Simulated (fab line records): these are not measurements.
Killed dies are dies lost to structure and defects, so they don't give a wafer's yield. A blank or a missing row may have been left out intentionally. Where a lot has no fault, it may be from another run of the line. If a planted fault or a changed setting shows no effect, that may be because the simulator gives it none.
fab line records	flow n5_finfet
record lots=6	wafers=18	last_day=17
route steps=1938 shown HKMG_FIN@400 BEOL_M4@1111 PASSIVATION@1936
lots that met no fault: taken from a fault-free run of the same line
start_h: hours from the record's opening day to when the first of the lot's shown wafers began	wait_h: time in hours since the lot's previous step	" same as the row above	L1.1+2: a row that stands for several wafers	- no value present, or no start provided	* or withheld: withheld	< > ~ a bound
route shown NAME@n: NAME is a module with steps in the file, n the number in the route of the first one	usual: average and standard deviation across the fault-free wafers	same: alike in all rows	chamber/n: place in a boat	sites: the reading at each site	_std_site: standard deviation of those values	_edge_site: outer sites' mean less inner sites'	radius_mm: for every site, how far away it sits from the centre of the wafer	mask NAME#n: copy n	behind: the most recent tool/chamber to have shaped the wafer	hold: why the lot was held/for how many hours/how that ended	device: the n, p or np transistor that did not switch	end of line: the route-end tests of the same wafers	a step with no rows: only its recipe	killed: count of dies lost to structure and defects at first sort (not the wafer's yield)	map: shows each die of a wafer: x if killed, . if not, _ if none is there
set.NAME: the run value of the setting; set.NAME@STEP: its run value at that earlier step	model.NAME: the simulator's own value behind a step, which no gauge read
certain route steps with their lots: each step a table, each wafer a row
services: when a tool's chamber went out of use (start_h, in hours from the record's first day, below 0 if earlier), for how many hours, and the reason
## steps
# step N5_HKMG_FIN_INSPECT_61
# recipe mode=adi	inspect_instrument=macro
# usual raw_defect_count=2/1.5
lot.wafer	tool	chamber	start_h	wait_h	raw_defect_count
L424.1	defect_inspect-02	-	76.10	0.0	1
L424.2	"	-	"	"	1
L424.6	"	-	"	"	2
L425.2	defect_inspect-02	-	80.69	0.0	2
L425.4	"	-	"	"	1
L425.5	"	-	"	"	2
L431.3	defect_inspect-01	-	115.27	0.0	5
L431.4	"	-	"	"	3
L431.6	"	-	"	"	1
L432.2	defect_inspect-01	-	124.97	0.0	1
L432.3	"	-	"	"	2
L432.4	"	-	"	"	2
L439.1	defect_inspect-02	-	161.61	0.0	2
L439.4	"	-	"	"	2
L439.6	"	-	"	"	2
L444.2	defect_inspect-01	-	191.59	0.0	0
L444.5	"	-	"	"	3
L444.6	"	-	"	"	2
# step N5_HKMG_FIN_DESCUM_53
# recipe chemistry=O2	time_s=7.9	source_power_w=50	bias_power_w=20	pressure_mtorr=20	rf_frequency_hz=2.712e+07	temp_c=40	resist=CAR-ArF	o2_flow_sccm=225
# usual drypump_motor_current_A=5.7/0.46	oes_product_au=0.77/0.095	rf_fwd_power_W=49.40/0.27	rf_vpp_V=243.3/1.6	showerhead_plenum_p_Torr=2.11/0.079	throttle_valve_pct=20.47/0.27
lot.wafer	tool	chamber	start_h	wait_h	drypump_motor_current_A	oes_product_au	rf_fwd_power_W	rf_hours_counter_h	rf_vpp_V	showerhead_plenum_p_Torr	throttle_valve_pct
L424.1	rie_diel-02	2	76.16	0.1	5.9	0.75	49.48	158	243.5	2.19	20.37
L424.2	"	1	"	"	6.6	0.86	49.42	53	244.8	2.22	20.14
L424.6	"	2	"	"	5.9	0.76	49.24	-	242.9	2.19	20.39
L425.2	rie_diel-06	3	80.86	0.2	5.7	0.98	49.46	1	244.7	2.23	20.18
L425.4	"	2	"	"	5.1	0.73	49.73	156	241.7	2.02	20.78
L425.5	"	3	"	"	5.8	0.98	49.64	-	244.3	2.23	20.16
L431.3	rie_diel-05	1	115.30	0.0	5.2	0.85	49.61	52	244.2	2.13	20.65
L431.4	"	1	"	"	5.2	0.86	49.69	-	243.2	2.13	20.65
L431.6	"	2	"	"	5.6	0.67	49.02	-	240.6	1.97	20.67
L432.2	rie_diel-06	2	125.00	0.0	5.1	0.72	49.72	170	242.3	2.01	20.84
L432.3	"	3	"	"	5.8	0.93	49.59	14	245.7	2.22	20.19
L432.4	"	1	"	"	5.9	0.67	49.18	232	241.5	1.97	20.89
L439.1	rie_diel-02	3	161.64	0.0	5.7	0.68	49.47	227	242.2	2.06	20.48
L439.4	"	2	"	"	5.9	0.72	49.41	-	244.8	2.18	20.41
L439.6	"	3	"	"	5.8	0.68	49.40	-	242.6	2.06	20.47
L444.2	rie_diel-06	2	192.17	0.6	5.1	0.71	49.56	189	241.0	2.00	20.85
L444.5	"	1	"	"	5.9	0.99	49.03	-	246.3	2.22	20.55
L444.6	"	2	"	"	5.1	0.71	49.57	-	241.5	2.00	20.84
# step N5_HKMG_FIN_ETCH_54
# recipe chemistry=CF4	target=SiARC	target_depth_a=455	mask_material=CAR-ArF	time_s=75.8	ion_energy_ev=80	pressure_mtorr=40	source_w=545	bias_w=36	Ar_flow_sccm=100	cf4_flow_sccm=100	ends=cleared
# step N5_HKMG_FIN_ETCH_55
# recipe chemistry=N2/H2	target=SOC	target_depth_a=2400	temp_c=40	time_s=300	ion_energy_ev=200	mask_material=SiARC	pressure_mtorr=30	source_w=840	bias_w=150	n2_flow_sccm=200	h2_flow_sccm=200
# usual drypump_motor_current_A=5.7/0.46	n2_flow_sccm=200.1/0.58	oes_product_au=0.77/0.097	rf_fwd_power_W=837.8/2.7	rf_vpp_V=524.4/2.8	showerhead_plenum_p_Torr=2.56/0.098	throttle_valve_pct=17.92/0.29
lot.wafer	tool	chamber	start_h	wait_h	drypump_motor_current_A	n2_flow_sccm	oes_product_au	rf_fwd_power_W	rf_hours_counter_h	rf_vpp_V	showerhead_plenum_p_Torr	throttle_valve_pct
L424.1	rie_diel-02	2	76.25	0.0	5.9	200.2	0.76	836.1	158	526.2	2.65	17.77
L424.2	"	1	"	"	6.6	199.6	0.85	837.0	53	527.4	2.70	17.53
L424.6	"	2	"	"	5.9	201.1	0.76	838.5	-	525.8	2.65	17.78
L425.2	rie_diel-06	3	80.95	0.0	5.7	201.0	0.98	838.1	1	529.2	2.71	17.63
L425.4	"	2	"	"	5.1	200.5	0.74	836.1	156	521.4	2.44	18.15
L425.5	"	3	"	"	5.7	200.8	0.99	834.2	-	529.1	2.71	17.63
L431.3	rie_diel-05	1	115.40	0.0	5.2	200.9	0.86	838.0	52	525.4	2.59	18.08
L431.4	"	1	"	"	5.2	200.0	0.87	835.5	-	525.6	2.59	18.08
L431.6	"	2	"	"	5.5	200.0	0.66	838.5	-	518.6	2.40	18.06
L432.2	rie_diel-06	2	125.09	0.0	5.1	200.4	0.73	837.8	170	520.2	2.43	18.17
L432.3	"	3	"	"	5.7	199.9	0.92	842.5	15	528.4	2.71	17.65
L432.4	"	1	"	"	5.9	200.0	0.68	836.6	232	520.1	2.41	18.53
L439.1	rie_diel-02	3	161.73	0.0	5.8	200.3	0.67	843.3	227	522.2	2.51	17.92
L439.4	"	2	"	"	5.9	200.3	0.74	837.5	-	527.0	2.64	17.82
L439.6	"	3	"	"	5.8	200.5	0.67	839.5	-	523.9	2.51	17.93
L444.2	rie_diel-06	2	192.26	0.0	5.1	200.3	0.72	841.0	189	520.0	2.42	18.21
L444.5	"	1	"	"	5.9	201.2	1.00	834.5	-	529.0	2.72	18.12
L444.6	"	2	"	"	5.1	200.6	0.72	842.5	-	520.8	2.42	18.19
# step N5_HKMG_FIN_STRIP_56
# recipe chemistry=N2/H2	temp_c=40	n2_flow_sccm=200	h2_flow_sccm=200	rf_frequency_hz=6e+07
# step N5_HKMG_FIN_STRIP_57
# recipe chemistry=CF4	resist=SiARC	power_w=300	bias_power_w=75	pressure_mtorr=50	cf4_flow_sccm=150	rf_frequency_hz=6e+07
# step N5_HKMG_FIN_ETCH_58
# recipe chemistry=N2/H2	target=SOC	target_depth_a=2158	ion_energy_ev=50	bias_w=13	time_s=741	pressure_mtorr=30	source_w=875	n2_flow_sccm=200	h2_flow_sccm=200
# usual drypump_motor_current_A=5.7/0.46	n2_flow_sccm=200.0/0.64	oes_product_au=0.77/0.095	rf_fwd_power_W=873.7/2.5	rf_vpp_V=99.1/0.98	showerhead_plenum_p_Torr=2.56/0.098	throttle_valve_pct=17.87/0.28
lot.wafer	tool	chamber	start_h	wait_h	drypump_motor_current_A	n2_flow_sccm	oes_product_au	rf_fwd_power_W	rf_hours_counter_h	rf_vpp_V	showerhead_plenum_p_Torr	throttle_valve_pct
L424.1	rie_diel-02	2	76.46	0.0	5.9	199.8	0.75	874.9	158	99.9	2.65	17.73
L424.2	"	1	"	"	6.6	200.7	0.85	876.1	54	100.2	2.70	17.49
L424.6	"	2	"	"	5.9	199.0	0.76	872.2	-	99.3	2.65	17.73
L425.2	rie_diel-06	3	81.16	0.0	5.7	199.7	0.98	873.9	1	101.4	2.71	17.58
L425.4	"	2	"	"	5.1	198.8	0.74	871.5	156	97.2	2.44	18.11
L425.5	"	3	"	"	5.7	200.2	1.00	875.7	-	100.2	2.71	17.60
L431.3	rie_diel-05	1	115.61	0.0	5.2	199.2	0.86	872.3	52	98.9	2.59	18.05
L431.4	"	1	"	"	5.2	199.6	0.87	872.3	-	98.5	2.59	18.05
L431.6	"	2	"	"	5.6	201.0	0.66	872.0	-	99.4	2.40	18.00
L432.2	rie_diel-06	2	125.30	0.0	5.1	199.7	0.73	873.7	170	98.6	2.43	18.13
L432.3	"	3	"	"	5.8	200.2	0.92	872.2	15	100.2	2.71	17.61
L432.4	"	1	"	"	5.9	200.7	0.69	874.4	232	97.5	2.41	18.48
L439.1	rie_diel-02	3	161.94	0.0	5.8	198.5	0.67	874.9	227	98.6	2.51	17.87
L439.4	"	2	"	"	5.9	199.7	0.74	869.6	-	98.6	2.64	17.78
L439.6	"	3	"	"	5.8	199.3	0.67	874.0	-	99.9	2.51	17.87
L444.2	rie_diel-06	2	192.47	0.0	5.1	201.0	0.71	876.2	190	98.8	2.42	18.16
L444.5	"	1	"	"	5.9	198.6	1.00	868.9	-	99.4	2.72	18.07
L444.6	"	2	"	"	5.1	200.0	0.71	870.8	-	99.0	2.42	18.16
# step N5_HKMG_FIN_STRIP_93
# recipe chemistry=N2/H2	material=SOC	time_s=20	power_w=500	temp_c=40	pressure_mtorr=50	rf_frequency_hz=6e+07	bias_power_w=8	h2_frac=0.5	n2_flow_sccm=300	h2_flow_sccm=300
# usual drypump_motor_current_A=5.7/0.46	n2_flow_sccm=300.1/0.9	oes_product_au=0.77/0.095	rf_fwd_power_W=496.2/1.7	rf_vpp_V=54.3/0.84	showerhead_plenum_p_Torr=3.38/0.12	throttle_valve_pct=19.2/0.35
lot.wafer	tool	chamber	start_h	wait_h	drypump_motor_current_A	n2_flow_sccm	oes_product_au	rf_fwd_power_W	rf_hours_counter_h	rf_vpp_V	showerhead_plenum_p_Torr	throttle_valve_pct
L424.1	rie_diel-02	2	76.89	0.2	5.9	299.7	0.75	496.1	158	53.8	3.49	19.1
L424.2	"	1	"	"	6.6	300.1	0.85	498.9	54	54.6	3.55	18.8
L424.6	"	2	"	"	5.9	300.3	0.75	496.2	-	55.1	3.49	19.1
L425.2	rie_diel-06	3	81.59	0.2	5.8	300.9	0.97	498.5	2	54.9	3.58	18.9
L425.4	"	2	"	"	5.1	298.8	0.74	497.5	156	56.2	3.22	19.4
L425.5	"	3	"	"	5.8	300.5	0.98	495.1	-	52.5	3.58	18.9
L431.3	rie_diel-05	1	116.03	0.2	5.2	299.4	0.84	498.2	53	53.4	3.42	19.3
L431.4	"	1	"	"	5.2	298.1	0.86	498.0	-	54.2	3.42	19.3
L431.6	"	2	"	"	5.5	299.1	0.67	494.4	-	54.6	3.18	19.0
L432.2	rie_diel-06	2	125.73	0.2	5.1	299.5	0.72	497.9	170	52.1	3.22	19.4
L432.3	"	3	"	"	5.8	299.8	0.94	497.1	15	54.1	3.57	18.9
L432.4	"	1	"	"	5.9	300.2	0.68	493.2	233	53.4	3.19	20.1
L439.1	rie_diel-02	3	162.37	0.2	5.8	300.4	0.67	496.5	228	56.1	3.32	19.1
L439.4	"	2	"	"	5.9	301.2	0.73	496.9	-	55.1	3.48	19.1
L439.6	"	3	"	"	5.8	301.3	0.67	494.1	-	54.2	3.32	19.1
L444.2	rie_diel-06	2	192.90	0.2	5.1	299.8	0.73	496.8	190	54.0	3.21	19.4
L444.5	"	1	"	"	5.9	301.4	1.00	494.9	-	54.8	3.58	19.7
L444.6	"	2	"	"	5.1	300.6	0.72	498.5	-	53.8	3.20	19.4
# step N5_HKMG_FIN_WET_ETCH_76
# recipe chemistry=dNH4OH	mix=1:50	temp_c=25	target=Al2O3	stop_on=La2O3	target_depth_nm=2.25	dry=ipa_marangoni	rinse_time_s=30	rinse_temp_c=23
# step N5_HKMG_FIN_STRIP_60
# recipe chemistry=N2/H2	power_w=2500	temp_c=300	h2_frac=0.65	time_s=360	pressure_mtorr=withheld	n2_flow_sccm=1750	h2_flow_sccm=3250
# step N5_HKMG_FIN_WET_ETCH_77
# recipe chemistry=dHCl	mix=1:10000	temp_c=25	target=La2O3	stop_on=HfO2	target_depth_nm=2
# step N5_HKMG_FIN_WET_ETCH_78
# recipe chemistry=dNH4OH	mix=1:50	temp_c=25	target=Al2O3	stop_on=La2O3	target_depth_nm=4.5	dry=ipa_marangoni	rinse_time_s=30	rinse_temp_c=23
# step N5_HKMG_FIN_ALD_79
# recipe material=TiN	target_thk_a=15	temp_c=400	ald_precursor_family=TiCl4	ald_co_reactant=NH3	pulse_time_s=1	purge_time_s=3	co_reactant_purge_time_s=2	co_reactant_pulse_time_s=2	ald_cycles=68	pressure_torr=3
# usual ald_cycles=68/0	heater_power_outer_w=548/43	heater_power_w=899/73	precursor_pulse_height_rel=1.002/0.02
lot.wafer	tool	chamber	start_h	wait_h	ald_cycles	heater_power_outer_w	heater_power_w	precursor_pulse_height_rel	model.TiN_of_HKMG_FIN_ALD_79.thk_nm
L424.1	ald_metal-04	2	77.53	0.0	68	521	922	0.961	1.4
L424.2	"	3	"	"	68	580	965	0.991	1.4
L424.6	"	3	"	"	68	587	975	0.995	1.4
L425.2	ald_metal-01	1	82.22	0.0	68	501	807	1.015	1.4
L425.4	"	3	"	"	68	501	765	0.971	1.6
L425.5	"	1	"	"	68	512	818	0.978	1.4
L431.3	ald_metal-04	2	116.69	0.0	126	535	932	1.025	2.8
L431.4	"	0	"	"	126	519	914	1.007	2.8
L431.6	"	1	"	"	126	579	916	0.998	2.8
L432.2	ald_metal-04	1	126.37	0.0	126	582	953	0.996	2.8
L432.3	"	2	"	"	126	532	934	1.029	2.8
L432.4	"	0	"	"	126	526	937	0.986	2.8
L439.1	ald_metal-02	3	163.01	0.0	68	497	814	0.997	1.6
L439.4	"	1	"	"	68	550	855	0.979	1.6
L439.6	"	2	"	"	68	522	877	1.035	1.6
L444.2	ald_metal-04	1	193.54	0.0	68	594	965	0.987	1.4
L444.5	"	1	"	"	68	584	957	0.996	1.4
L444.6	"	2	"	"	68	536	918	0.999	1.4
# step N5_HKMG_FIN_CVD_62
# recipe material=a-Si	target_thk_a=30	temp_c=500	precursor=Si2H6	pressure_torr=1	time_s=20.8
# usual heater_power_outer_w=915/43	heater_power_w=1415/82
lot.wafer	tool	chamber	start_h	wait_h	heater_power_outer_w	heater_power_w
L424.1	thermal_cvd_si-01	2	77.89	0.2	872	1365
L424.2	"	1	"	"	949	1545
L424.6	"	0	"	"	866	1276
L425.2	thermal_cvd_si-02	2	82.59	0.2	928	1438
L425.4	"	2	"	"	942	1388
L425.5	"	1	"	"	985	1425
L431.3	thermal_cvd_si-02	2	117.05	0.2	911	1398
L431.4	"	0	"	"	906	1346
L431.6	"	1	"	"	991	1467
L432.2	thermal_cvd_si-01	2	126.73	0.2	880	1368
L432.3	"	0	"	"	862	1294
L432.4	"	0	"	"	869	1260
L439.1	thermal_cvd_si-02	2	163.37	0.2	932	1396
L439.4	"	0	"	"	923	1367
L439.6	"	1	"	"	970	1450
L444.2	thermal_cvd_si-01	0	193.90	0.2	855	1309
L444.5	"	2	"	"	866	1429
L444.6	"	1	"	"	953	1548
# step N5_BEOL_M4_RC_MEAS_101
# usual DIBL_N=35.9/1.4	DIBL_P=35.9/1.7	IOFF_N=0.155/0.023	IOFF_P=0.201/0.029	ION_N=672/8.8	ION_P=460/7	SS_N=71.6/0.48	SS_P=73.1/0.64	VT_N=250.0/3	VT_P=-251.6/3
lot.wafer	tool	chamber	start_h	wait_h	DIBL_N[mV/V]	DIBL_P[mV/V]	IOFF_N[nA/um]	IOFF_P[nA/um]	ION_N[uA/um]	ION_P[uA/um]	SS_N[mV/dec]	SS_P[mV/dec]	VT_N[mV]	VT_P[mV]
L424.1	prober-02	0	169.92	0.0	36.7	37.4	0.166	0.228	681	468	71.8	74.1	247.3	-252.9
L424.2	"	0	"	"	35.2	35.4	0.147	0.202	667	463	71.2	73.3	247.9	-247.9
L424.6	"	0	"	"	34.5	34.3	0.128	0.178	674	464	70.9	73.0	252.8	-253.0
L425.2	prober-02	0	173.10	0.2	35.9	35.7	0.154	0.217	671	463	71.3	72.8	249.9	-249.3
L425.4	"	0	"	"	37.4	38.3	0.190	0.258	680	468	71.8	72.9	246.4	-244.6
L425.5	"	0	"	"	35.1	34.7	0.142	0.203	663	465	71.0	72.5	253.2	-247.8
L431.3	prober-02	0	217.06	0.3	34.9	34.6	0.140	0.152	664	449	71.9	72.6	251.0	-256.4
L431.4	"	0	"	"	34.7	34.5	0.138	0.156	659	443	71.6	72.0	254.6	-257.1
L431.6	"	0	"	"	36.7	36.0	0.162	0.172	665	444	71.9	73.4	250.0	-255.2
L432.2	prober-01	0	224.34	0.2	36.6	36.7	0.167	0.183	667	455	70.9	73.0	247.5	-253.6
L432.3	"	0	"	"	39.5	40.3	0.243	0.242	689	460	72.2	74.1	240.7	-249.7
L432.4	"	0	"	"	36.0	35.5	0.152	0.170	664	445	71.4	72.6	247.0	-254.8
L439.1	prober-02	0	274.33	0.0	36.0	36.6	0.150	0.225	664	461	71.5	73.4	249.7	-246.4
L439.4	"	0	"	"	35.9	36.3	0.149	0.228	679	474	70.9	73.1	250.8	-247.4
L439.6	"	0	"	"	36.1	37.4	0.154	0.236	666	459	71.6	73.0	252.0	-248.6
L444.2	prober-02	0	286.63	0.2	38.0	37.5	0.173	0.216	677	460	72.0	73.7	250.2	-250.7
L444.5	"	0	"	"	38.5	38.4	0.196	0.239	697	472	71.5	74.1	246.2	-251.4
L444.6	"	0	"	"	38.2	38.5	0.185	0.237	686	463	72.3	72.9	247.8	-249.5
# step N5_PASSIVATION_PROBE_49
# usual defect_limited_yield=91.7/1.5	killed_at_M0_to_M3=30/8.6	killed_at_M4_up=12/4.5	killed_at_contacts=13/5.8	killed_at_front_end=38/11	killed_at_other=4/3	killed_dies=97/17	killed_open=63/12	killed_short=32/8.8	sort_bin_5_function=4.8/0.91	sort_bin_6_memory=3.1/0.68	sort_n_pass=1083/17	sort_yield_pct=91.7/1.5
# same gross_dies=1180	killed_at_back_side=0	sort_bin_4_leakage[%]=0	sort_bin_8_speed[%]=0
lot.wafer	tool	chamber	start_h	wait_h	defect_limited_yield[%]	killed_at_M0_to_M3	killed_at_M4_up	killed_at_contacts	killed_at_front_end	killed_at_other	killed_dies	killed_open	killed_short	sort_bin_5_function[%]	sort_bin_6_memory[%]	sort_n_pass	sort_yield_pct[%]
L424.1	prober-01	-	275.19	0.0	89.9	20	15	14	62	8	119	89	29	7.0	2.7	1061	89.9
L424.2	prober-01	-	275.24	0.1	91.6	26	12	13	42	6	99	61	37	4.8	3.3	1081	91.6
L424.6	prober-01	-	275.44	0.3	90.4	21	13	13	61	5	113	84	28	5.9	3.2	1067	90.4
L431.3	prober-01	-	318.47	0.1	92.9	23	14	6	39	2	84	58	24	4.7	2.2	1096	92.9
L431.4	prober-01	-	318.52	0.2	92.3	27	10	9	42	3	91	60	31	4.0	3.2	1089	92.3
L431.6	prober-01	-	318.62	0.3	93.8	26	13	4	28	2	73	52	21	3.6	2.5	1107	93.8
L444.2	prober-01	-	399.23	0.1	91.6	43	11	12	30	3	99	58	35	4.5	3.7	1081	91.6
L444.5	prober-01	-	399.38	0.2	91.9	27	17	15	31	5	95	63	29	5.0	2.7	1085	91.9
L444.6	prober-01	-	399.43	0.3	93.1	15	16	10	40	1	82	49	30	4.1	2.8	1098	93.1
# killed by level:class
L424.1 STI_FIN_REVEAL:geometric_particle:open=36 MOL_CONTACT_COAG:geometric_particle:open=10 BEOL_M4:geometric_particle:open=10 STARTING-WAFER:geometric_particle:short=6 DUMMY_GATE:geometric_particle:open=5 BEOL_M0_SAQP:geometric_particle:short=5 BEOL_M0:geometric_particle:open=5 STI_FIN_REVEAL:geometric_particle:short=4
L424.2 STI_FIN_REVEAL:geometric_particle:open=18 BEOL_M0_SAQP:geometric_particle:short=10 BEOL_M0_SAQP:geometric_particle:open=8 FIN_SAQP:geometric_particle:short=7 MOL_CONTACT_COAG:geometric_particle:short=7 BEOL_M4:geometric_particle:open=7 MOL_CONTACT_COAG:geometric_particle:open=6 BEOL_M1:geometric_particle:open=5
L424.6 STI_FIN_REVEAL:geometric_particle:open=35 DUMMY_GATE:geometric_particle:open=9 MOL_CONTACT_COAG:geometric_particle:open=8 BEOL_M4:geometric_particle:open=8 MOL_CONTACT_COAG:geometric_particle:short=5 BEOL_M0_SAQP:geometric_particle:short=5 BEOL_M3:geometric_particle:open=5 STI_FIN_REVEAL:geometric_particle:short=4
L431.3 FIN_SAQP:geometric_particle:open=11 STI_FIN_REVEAL:geometric_particle:open=9 FIN_SAQP:geometric_particle:short=7 MOL_CONTACT_COAG:geometric_particle:open=6 BEOL_M1:geometric_particle:open=6 BEOL_M3:geometric_particle:open=5 BEOL_M0_SAQP:geometric_particle:open=4 BEOL_M4:geometric_particle:open=4
L431.4 STI_FIN_REVEAL:geometric_particle:open=15 FIN_SAQP:geometric_particle:short=8 FIN_SAQP:geometric_particle:open=8 BEOL_M3:geometric_particle:open=7 MOL_CONTACT_COAG:geometric_particle:open=5 BEOL_M1:geometric_particle:open=5 MOL_CONTACT_COAG:geometric_particle:short=4 BEOL_M0_SAQP:geometric_particle:short=4
L431.6 STI_FIN_REVEAL:geometric_particle:open=9 FIN_SAQP:geometric_particle:open=5 BEOL_M1:geometric_particle:open=5 BEOL_M3:geometric_particle:open=5 BEOL_M0_SAQP:geometric_particle:open=4 BEOL_M1:geometric_particle:short=4 BEOL_M4:geometric_particle:open=4 BEOL_M5:geometric_particle:open=4
L444.2 BEOL_M0_SAQP:geometric_particle:short=15 BEOL_M0_SAQP:geometric_particle:open=12 MOL_CONTACT_COAG:geometric_particle:open=8 STI_FIN_REVEAL:geometric_particle:open=5 DUMMY_GATE:geometric_particle:open=5 BEOL_M3:geometric_particle:open=4 BEOL_M2:geometric_particle:open=4 DUMMY_GATE:geometric_particle:short=3
L444.5 STI_FIN_REVEAL:geometric_particle:open=11 MOL_CONTACT_COAG:geometric_particle:open=11 BEOL_M4:geometric_particle:open=8 ILD0:geometric_particle:short=6 BEOL_M0_SAQP:geometric_particle:short=6 BEOL_M2:geometric_particle:open=6 BEOL_M0_SAQP:geometric_particle:open=5 ILD0:geometric_particle:open=4
L444.6 ILD0:geometric_particle:short=7 FIN_SAQP:geometric_particle:short=6 DUMMY_GATE:geometric_particle:open=6 ILD0:geometric_particle:open=6 MOL_CONTACT_COAG:geometric_particle:open=6 BEOL_M4:geometric_particle:open=6 BEOL_M0_SAQP:geometric_particle:open=5 STI_FIN_REVEAL:geometric_particle:open=4
## services
tool	chamber	start_h	hours	kind
rie_diel-05	2	52.94	3.9	repair
rie_diel-06	0	52.95	4.0	repair
ald_metal-02	1	65.66	4.9	repair
rie_diel-06	0	71.63	6.5	repair
rie_diel-02	-	77.79	0.1	repair
rie_diel-02	-	80.40	2.8	pm
rie_diel-05	3	85.44	2.8	repair
ald_metal-01	1	86.22	26.2	repair
ald_metal-02	-	95.23	1.3	repair
rie_diel-05	0	97.85	-	clean
rie_diel-05	0	97.85	-	consumable_replace:focus_ring
rie_diel-05	0	97.85	20.0	scheduled_down
rie_diel-05	0	97.85	20.0	vent_cycle
rie_diel-06	1	99.50	6.9	repair
rie_diel-05	2	118.45	-	clean
rie_diel-05	2	118.45	-	consumable_replace:focus_ring
thermal_cvd_si-02	2	141.63	7.3	repair
ald_metal-01	-	143.31	0.9	repair
rie_diel-06	1	170.03	-	clean
rie_diel-06	1	170.03	-	consumable_replace:focus_ring
rie_diel-06	1	170.03	-	consumable_replace:showerhead
rie_diel-06	1	170.03	12.2	scheduled_down
rie_diel-06	1	170.03	12.2	vent_cycle
ald_metal-01	-	184.87	0.9	repair
## key
first_sign step=N5_HKMG_FIN_ALD_79	reading=ald_cycles	direction=up	sigmas=99+	usual=*	struck=*
effect none on later readings
model_effect step=N5_HKMG_FIN_ALD_79	value=TiN_of_HKMG_FIN_ALD_79.thk_nm	without=1.567	struck=2.8
met_at N5_HKMG_FIN_ALD_79
struck_wafers L431.3,L431.4,L431.6,L432.2,L432.3,L432.4
onset_between 77.53 116.69
fault kind=process_parameter_drift	tool=ald_metal-04	chamber=-	onset_h=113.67	steps=N5_HKMG_FIN_ALD_79	channel=ald_cycles	offset=*	shape=step	end_h=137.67	acts_in=*	stated=*
